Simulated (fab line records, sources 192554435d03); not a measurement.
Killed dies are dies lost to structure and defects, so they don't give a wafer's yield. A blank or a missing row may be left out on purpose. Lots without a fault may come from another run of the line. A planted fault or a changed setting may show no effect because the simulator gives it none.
One fault seen from 2 desks | flow n5_finfet | each desk has only its own numbers; what lay behind them comes last

THE METROLOGY DESK
What the gauges read, lot by lot, whatever tool the lot ran on: means of the sampled wafers that have a number. A lot is out of limits, marked OUT, if its mean lies more than 4 standard deviations from the usual mean; the brackets give that distance. Of its 11 readings 7 are shown: those that lie furthest out on some lot.
Columns: A = DIBL_N at N5_BEOL_M4_RC_MEAS_101, usual 36.4 mV/V; B = IOFF_N at N5_BEOL_M4_RC_MEAS_101, usual 0.159 nA/um; C = IOFF_P at N5_BEOL_M4_RC_MEAS_101, usual 0.21 nA/um; D = ION_N at N5_BEOL_M4_RC_MEAS_101, usual 670 uA/um; E = ION_P at N5_BEOL_M4_RC_MEAS_101, usual 459 uA/um; F = SS_N at N5_BEOL_M4_RC_MEAS_101, usual 71.5 mV/dec; G = VT_N at N5_BEOL_M4_RC_MEAS_101, usual 250 mV
lot  | first seen here | A    | B     | C    | D   | E   | F    | G
L654 | day 6 06:13     | 35.3 | 0.141 | 0.19 | 662 | 455 | 71.3 | 252
L653 | day 6 11:27     | 36.3 | 0.156 | 0.20 | 668 | 455 | 71.3 | 250
L655 | day 6 11:59     | 36.0 | 0.149 | 0.22 | 672 | 463 | 71.1 | 251
L656 | day 6 17:19     | 38.4 | 0.218 | 0.27 | 693 | 473 | 72.4 | 246
L663 | day 8 12:08     | 37.1 | 0.168 | 0.19 | 672 | 455 | 71.9 | 251
L665 | day 9 02:05     | 36.3 | 0.140 | 0.20 | 663 | 460 | 71.3 | 252
L667 | day 9 10:44     | 35.7 | 0.127 | 0.16 | 656 | 453 | 71.4 | 255
L669 | day 9 18:08     | 33.8 | 0.131 | 0.18 | 664 | 460 | 70.4 | 251
L675 | day 11 01:04    | 35.5 | 0.157 | 0.22 | 666 | 463 | 71.4 | 251
This desk's finding: nothing out of limits on any of the 9 lots.

THE TOOL OWNER'S DESK: rie_diel-04
The tool's own readings at N5_BEOL_M0_SAQP_CUT_ETCH_46 (etches SOC in N2/H2, target depth 135 nm, overetch 27 nm, time 202.5 s): means of the sampled wafers that have a number, for each lot that ran on this tool. A lot is out of limits, marked OUT, if its mean lies more than 4 standard deviations from the usual mean; the brackets give that distance.
Columns: A = drypump_motor_current_A at N5_BEOL_M0_SAQP_CUT_ETCH_46, usual 5.6 A; B = n2_flow_sccm at N5_BEOL_M0_SAQP_CUT_ETCH_46, usual 200.1 sccm; C = rf_fwd_power_W at N5_BEOL_M0_SAQP_CUT_ETCH_46, usual 837.9 W; D = rf_vpp_V at N5_BEOL_M0_SAQP_CUT_ETCH_46, usual 524 V; E = showerhead_plenum_p_Torr at N5_BEOL_M0_SAQP_CUT_ETCH_46, usual 2.56 Torr; F = throttle_valve_pct at N5_BEOL_M0_SAQP_CUT_ETCH_46, usual 17.94 %
lot  | first seen here | A   | B     | C               | D              | E    | F
L654 | day 6 06:54     | 5.4 | 200.3 | 836.2           | 524            | 2.54 | 17.94
L653 | day 6 11:58     | 5.7 | 199.8 | 837.9           | 524            | 2.53 | 18.08
L663 | day 8 12:41     | 6.2 | 199.6 | 834.1           | 524            | 2.55 | 18.17
L665 | day 9 03:26     | 5.8 | 200.6 | 838.7           | 525            | 2.56 | 18.04
L667 | day 9 11:14     | 5.8 | 199.7 | 769.4 (-26) OUT | 541 (+5.4) OUT | 2.56 | 18.05
L669 | day 9 20:07     | 5.7 | 200.0 | 770.2 (-26) OUT | 543 (+6.1) OUT | 2.63 | 17.97
This desk's finding: out of limits on L667, L669; first on L667, day 9 11:14 (rf_fwd_power_W at N5_BEOL_M0_SAQP_CUT_ETCH_46). In limits: L654, L653, L663, L665.

PUT TOGETHER
The tool owner's desk could have raised an alarm at day 9 11:14, on L667, L669.
The metrology desk saw nothing out of limits.
The metrology desk has L667, L669 on record, within its limits.
Of the lots named, all ran N5_BEOL_M0_SAQP_CUT_ETCH_46 on rie_diel-04.

WHAT THE SIMULATOR HAD PUT IN
Process parameter drift: rie_diel-04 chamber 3, from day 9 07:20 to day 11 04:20, at N5_BEOL_M0_SAQP_CUT_ETCH_46. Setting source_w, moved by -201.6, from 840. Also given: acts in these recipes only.
Lots struck among those shown: L667, L669.
Hours from the fault's start to each desk's first reading out of limits: the tool owner's desk, 4.
